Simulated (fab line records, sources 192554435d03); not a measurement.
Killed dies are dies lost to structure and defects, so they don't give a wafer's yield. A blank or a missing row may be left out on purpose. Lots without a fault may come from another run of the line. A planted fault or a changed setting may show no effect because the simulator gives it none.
Which tool did it? | flow n5_finfet | 24 lots, 72 wafers sampled, at 4 steps of a route of 1938

WHAT THE GAUGES READ, wafer by wafer
N5_BEOL_M1_INSPECT_13: inspects for defects (brightfield). Usual: raw_defect_count 372, standard deviation 82.
lot  | measured     | on                | raw_defect_count | flag
L074 | day 6 08:34  | defect_inspect-01 | 229 272 274      |
L075 | day 6 12:18  | defect_inspect-01 | 610 476 464      |
L076 | day 6 12:38  | defect_inspect-01 | 381 330 419      |
L077 | day 7 01:06  | defect_inspect-02 | 278 293 289      |
L078 | day 7 06:49  | defect_inspect-02 | 490 527 451      |
L079 | day 7 09:16  | defect_inspect-01 | 357 306 404      |
L080 | day 7 12:19  | defect_inspect-01 | 406 373 343      |
L082 | day 7 19:32  | defect_inspect-02 | 358 424 487      |
L081 | day 8 05:08  | defect_inspect-01 | 289 284 290      |
L083 | day 8 05:22  | defect_inspect-01 | 411 331 559      |
L084 | day 8 13:51  | defect_inspect-01 | 431 333 320      |
L085 | day 11 08:04 | defect_inspect-02 | 475 346 480      |
L088 | day 11 08:14 | defect_inspect-02 | 368 363 375      |
L095 | day 11 08:26 | defect_inspect-01 | 426 321 333      |
L094 | day 11 08:55 | defect_inspect-02 | 277 353 262      |
L089 | day 11 11:17 | defect_inspect-02 | 391 519 345      |
L090 | day 11 13:45 | defect_inspect-01 | 363 293 215      |
L091 | day 11 13:47 | defect_inspect-02 | 525 297 341      |
L092 | day 11 13:50 | defect_inspect-02 | 333 509 334      |
L087 | day 11 13:52 | defect_inspect-02 | 364 295 379      |
L093 | day 11 13:54 | defect_inspect-02 | 494 453 508      |
L086 | day 11 14:53 | defect_inspect-02 | 276 300 320      |
L096 | day 11 15:08 | defect_inspect-02 | 472 400 360      |
L097 | day 12 04:28 | defect_inspect-02 | 407 260 328      |

WHICH TOOL RAN EACH LOT (tool, then ch and the chambers of the sampled wafers, then the start)
lot  | N5_BEOL_M0_STRIP_104               | N5_BEOL_M1_ILD_DEP_00           | N5_BEOL_M1_PECVD_72
L074 | rie_diel-03 ch 0,1,2, day 6 01:51  | pecvd-02 ch 0,1, day 6 06:39    | pecvd-03 ch 0,1, day 6 06:46
L075 | rie_diel-02 ch 0,1,3, day 6 04:40  | pecvd-02 ch 0,2, day 6 09:44    | pecvd-01 ch 0,1, day 6 09:50
L076 | rie_diel-02 ch 1,2,3, day 6 07:50  | pecvd-01 ch 0,1,2, day 6 11:40  | pecvd-03 ch 0,1,2, day 6 11:47
L077 | rie_diel-04 ch 0,1,3, day 6 18:32  | pecvd-01 ch 0,1,2, day 6 23:44  | pecvd-02 ch 0,2, day 7 00:08
L078 | rie_diel-04 ch 1,2, day 7 00:07    | pecvd-03 ch 1, day 7 04:50      | pecvd-02 ch 1,2, day 7 04:58
L079 | rie_diel-02 ch 0,1,2, day 7 03:28  | pecvd-01 ch 0,1,2, day 7 08:37  | pecvd-03 ch 0,1, day 7 08:44
L080 | rie_diel-02 ch 1,2,3, day 7 07:07  | pecvd-03 ch 0,1,2, day 7 10:01  | pecvd-03 ch 0,1, day 7 10:07
L082 | rie_diel-02 ch 0,1,2, day 7 14:52  | pecvd-03 ch 1,2, day 7 18:44    | pecvd-01 ch 0,1, day 7 18:51
L081 | rie_diel-03 ch 0,1,3, day 7 23:10  | pecvd-01 ch 0,1, day 8 03:17    | pecvd-02 ch 1,2, day 8 03:23
L083 | rie_diel-02 ch 2,3, day 7 23:11    | pecvd-02 ch 0,1,2, day 8 03:44  | pecvd-01 ch 0,2, day 8 03:50
L084 | rie_diel-02 ch 0,2,3, day 8 07:11  | pecvd-03 ch 0,1,2, day 8 12:43  | pecvd-01 ch 1,2, day 8 12:49
L085 | rie_diel-03 ch 1,2, day 11 03:07   | pecvd-03 ch 0,2, day 11 07:18   | pecvd-01 ch 0,1, day 11 07:25
L088 | rie_diel-04 ch 0,2, day 11 03:29   | pecvd-02 ch 1,2, day 11 07:34   | pecvd-03 ch 1,2, day 11 07:41
L095 | rie_diel-04 ch 1,2,3, day 11 03:54 | pecvd-02 ch 0,2, day 11 07:47   | pecvd-03 ch 1,2, day 11 07:54
L094 | rie_diel-02 ch 2,3, day 11 04:48   | pecvd-03 ch 0,1,2, day 11 08:17 | pecvd-02 ch 1,2, day 11 08:23
L089 | rie_diel-02 ch 0,3, day 11 05:44   | pecvd-03 ch 1,2, day 11 10:38   | pecvd-01 ch 0,2, day 11 10:44
L090 | rie_diel-03 ch 1,2, day 11 06:04   | pecvd-03 ch 0,2, day 11 11:14   | pecvd-01 ch 0,2, day 11 11:20
L091 | rie_diel-04 ch 0,1,3, day 11 06:38 | pecvd-02 ch 0,1,2, day 11 11:27 | pecvd-03 ch 0,1,2, day 11 11:34
L092 | rie_diel-03 ch 1,2, day 11 06:40   | pecvd-02 ch 0,1,2, day 11 11:40 | pecvd-03 ch 0,1, day 11 11:46
L087 | rie_diel-03 ch 1,2,3, day 11 06:43 | pecvd-01 ch 0,1,2, day 11 11:41 | pecvd-02 ch 0,1,2, day 11 11:47
L093 | rie_diel-02 ch 0,1, day 11 08:23   | pecvd-01 ch 0,1,2, day 11 12:14 | pecvd-02 ch 0,1, day 11 12:20
L086 | rie_diel-04 ch 2,3, day 11 09:55   | pecvd-01 ch 0,1, day 11 13:24   | pecvd-02 ch 0,1,2, day 11 13:31
L096 | rie_diel-02 ch 1,2,3, day 11 10:07 | pecvd-03 ch 0,1, day 11 13:50   | pecvd-01 ch 0,1, day 11 13:56
L097 | rie_diel-02 ch 1,2,3, day 11 22:22 | pecvd-02 ch 0,1,2, day 12 03:18 | pecvd-03 ch 0,1, day 12 03:24
- N5_BEOL_M0_STRIP_104: strips in N2/H2.
- N5_BEOL_M1_ILD_DEP_00: deposits SiOC from DEMS/O2, target thk 79 nm, time 15.3 s.
- N5_BEOL_M1_PECVD_72: deposits SiO2 from TEOS/O2, target thk 16 nm, time 18 s.

WHAT THE TOOLS THEMSELVES READ (means of the sampled wafers that have a number; where no wafer has one, the mark that the record gives instead)
N5_BEOL_M0_STRIP_104. Usual: bias_power_w 7.001 W, standard deviation 0.022; drypump_motor_current_A 6.0 A, standard deviation 0.42; oes_product_au 0.81 a.u., standard deviation 0.082; rf_vpp_V 59.1 V, standard deviation 1.5; showerhead_plenum_p_Torr 2.55 Torr, standard deviation 0.1; temp_c 39.99 C, standard deviation 0.13; throttle_valve_pct 23.66 %, standard deviation 0.29.
lot  | tool        | bias_power_w (W) | drypump_motor_current_A (A) | oes_product_au (a.u.) | rf_vpp_V (V) | showerhead_plenum_p_Torr (Torr) | temp_c (C) | throttle_valve_pct (%) | flag
L074 | rie_diel-03 | 6.989            | 5.6                         | 0.78                  | 58.9         | 2.50                            | 39.91      | 23.70                  |
L075 | rie_diel-02 | 7.009            | 6.3                         | 0.79                  | 59.5         | 2.48                            | 40.04      | 23.91                  |
L076 | rie_diel-02 | 6.996            | 6.2                         | 0.80                  | 59.7         | 2.56                            | 40.11      | 23.72                  |
L077 | rie_diel-04 | 6.997            | 6.0                         | 0.92                  | 57.5         | 2.51                            | 40.05      | 23.23                  |
L078 | rie_diel-04 | 7.012            | 6.3                         | 0.85                  | 59.7         | 2.52                            | 39.91      | 23.60                  |
L079 | rie_diel-02 | 6.983            | 6.2                         | 0.84                  | 59.2         | 2.61                            | 40.05      | 23.59                  |
L080 | rie_diel-02 | 7.008            | 6.2                         | 0.88                  | 60.3         | 2.66                            | 39.90      | 23.60                  |
L082 | rie_diel-02 | 7.012            | 6.2                         | 0.83                  | 59.2         | 2.60                            | 39.97      | 23.63                  |
L081 | rie_diel-03 | 7.006            | 5.7                         | 0.81                  | 59.0         | 2.55                            | 40.06      | 23.54                  |
L083 | rie_diel-02 | 7.002            | 6.1                         | 0.84                  | 60.9         | 2.64                            | 40.03      | 23.60                  |
L084 | rie_diel-02 | 7.000            | 6.3                         | 0.80                  | 59.4         | 2.56                            | 39.90      | 23.75                  |
L085 | rie_diel-03 | 7.012            | 5.6                         | 0.77                  | 58.4         | 2.54                            | 39.90      | 23.68                  |
L088 | rie_diel-04 | 7.000            | 6.3                         | 0.76                  | 59.6         | 2.42                            | 39.95      | 23.69                  |
L095 | rie_diel-04 | 7.000            | 6.0                         | 0.80                  | 59.5         | 2.48                            | 40.02      | 23.50                  |
L094 | rie_diel-02 | 6.999            | 6.2                         | 0.82                  | 58.5         | 2.61                            | 39.91      | 23.81                  |
L089 | rie_diel-02 | 6.976            | 6.4                         | 0.76                  | 58.0         | 2.47                            | 39.93      | 23.99                  |
L090 | rie_diel-03 | 6.996            | 5.6                         | 0.78                  | 59.2         | 2.54                            | 40.05      | 23.72                  |
L091 | rie_diel-04 | 7.002            | 6.0                         | 0.87                  | 59.7         | 2.50                            | 39.93      | 23.28                  |
L092 | rie_diel-03 | 7.018            | 5.6                         | 0.77                  | 59.2         | 2.54                            | 40.01      | 23.71                  |
L087 | rie_diel-03 | 7.001            | 5.5                         | 0.76                  | 59.8         | 2.58                            | 40.04      | 23.67                  |
L093 | rie_diel-02 | 6.978            | 6.3                         | 0.81                  | 60.8         | 2.61                            | 40.04      | 23.71                  |
L086 | rie_diel-04 | 7.024            | 6.0                         | 0.75                  | 56.7         | 2.42                            | 40.08      | 23.66                  |
L096 | rie_diel-02 | 6.999            | 6.2                         | 0.84                  | 60.1         | 2.65                            | 40.12      | 23.68                  |
L097 | rie_diel-02 | 7.007            | 6.2                         | 0.82                  | 57.5         | 2.65                            | 39.92      | 23.68                  |

N5_BEOL_M1_ILD_DEP_00. Usual: heater_power_w 529 W, standard deviation 88; showerhead_plenum_p_Torr 5.691 Torr, standard deviation 0.017; throttle_valve_pct 12.3 %, standard deviation 0.6.
lot  | tool     | heater_power_w (W) | showerhead_plenum_p_Torr (Torr) | throttle_valve_pct (%) | flag
L074 | pecvd-02 | 431                | 5.685                           | 12.4                   |
L075 | pecvd-02 | 590                | 5.680                           | 11.9                   |
L076 | pecvd-01 | 547                | 5.709                           | 12.4                   |
L077 | pecvd-01 | 593                | 5.691                           | 12.3                   |
L078 | pecvd-03 | 483                | 5.692                           | 12.5                   |
L079 | pecvd-01 | 610                | 5.688                           | 12.4                   |
L080 | pecvd-03 | 512                | 5.694                           | 12.3                   |
L082 | pecvd-03 | 491                | 5.689                           | 12.3                   |
L081 | pecvd-01 | 527                | 5.710                           | 13.2                   |
L083 | pecvd-02 | 522                | 5.678                           | 12.1                   |
L084 | pecvd-03 | 500                | 5.698                           | 12.5                   |
L085 | pecvd-03 | 455                | 5.705                           | 12.7                   |
L088 | pecvd-02 | 513                | 5.688                           | 12.0                   |
L095 | pecvd-02 | 521                | 5.675                           | 12.2                   |
L094 | pecvd-03 | 491                | 5.695                           | 12.4                   |
L089 | pecvd-03 | 530                | 5.687                           | 12.4                   |
L090 | pecvd-03 | 505                | 5.700                           | 12.4                   |
L091 | pecvd-02 | 513                | 5.687                           | 12.2                   |
L092 | pecvd-02 | 538                | 5.686                           | 12.2                   |
L087 | pecvd-01 | 564                | 5.692                           | 12.4                   |
L093 | pecvd-01 | 548                | 5.701                           | 12.5                   |
L086 | pecvd-01 | 523                | 5.714                           | 13.3                   |
L096 | pecvd-03 | 452                | 5.698                           | 12.4                   |
L097 | pecvd-02 | 541                | 5.679                           | 12.2                   |

N5_BEOL_M1_PECVD_72. Usual: heater_power_w 783 W, standard deviation 130; showerhead_plenum_p_Torr 8.77 Torr, standard deviation 0.074; throttle_valve_pct 23.1 %, standard deviation 1.1.
lot  | tool     | heater_power_w (W) | showerhead_plenum_p_Torr (Torr) | throttle_valve_pct (%) | flag
L074 | pecvd-03 | 782                | 8.80                            | 23.4                   |
L075 | pecvd-01 | 683                | 8.83                            | 24.1                   |
L076 | pecvd-03 | 766                | 8.79                            | 23.2                   |
L077 | pecvd-02 | 792                | 8.74                            | 22.7                   |
L078 | pecvd-02 | 744                | 8.74                            | 22.5                   |
L079 | pecvd-03 | 740                | 8.82                            | 23.3                   |
L080 | pecvd-03 | 698                | 8.82                            | 23.4                   |
L082 | pecvd-01 | 773                | 8.88                            | 24.7                   |
L081 | pecvd-02 | 775                | 8.73                            | 22.6                   |
L083 | pecvd-01 | 763                | 8.81                            | 23.9                   |
L084 | pecvd-01 | 787                | 8.74                            | 22.6                   |
L085 | pecvd-01 | 712                | 8.82                            | 24.0                   |
L088 | pecvd-03 | 783                | 8.75                            | 23.1                   |
L095 | pecvd-03 | 813                | 8.77                            | 23.2                   |
L094 | pecvd-02 | 743                | 8.75                            | 22.5                   |
L089 | pecvd-01 | 895                | 8.82                            | 23.9                   |
L090 | pecvd-01 | 968                | 8.73                            | 22.6                   |
L091 | pecvd-03 | 758                | 8.78                            | 23.3                   |
L092 | pecvd-03 | 773                | 8.78                            | 23.5                   |
L087 | pecvd-02 | 797                | 8.74                            | 22.8                   |
L093 | pecvd-02 | 718                | 8.74                            | 23.0                   |
L086 | pecvd-02 | 798                | 8.73                            | 22.9                   |
L096 | pecvd-01 | 757                | 8.87                            | 24.6                   |
L097 | pecvd-03 | 731                | 8.83                            | 23.5                   |

THE ANSWER, worked out from the rows above alone
Rule: a lot is off if the mean of its wafers that have a number lies more than 3 standard deviations from the usual mean. A lot without any number at a reading at which 4 lots or more have one is off too. The other lots that the step has rows for count as sound. The gauges are gone through in route order, then the tools' own readings, and for those a lot's mean is taken as printed above. The first step at which some lot is off is used, and at that step the reading that is off furthest; a lot without a number counts as furthest.
No lot is off at any reading shown: from this, nothing can be told.

WHAT THE SIMULATOR HAD PUT IN
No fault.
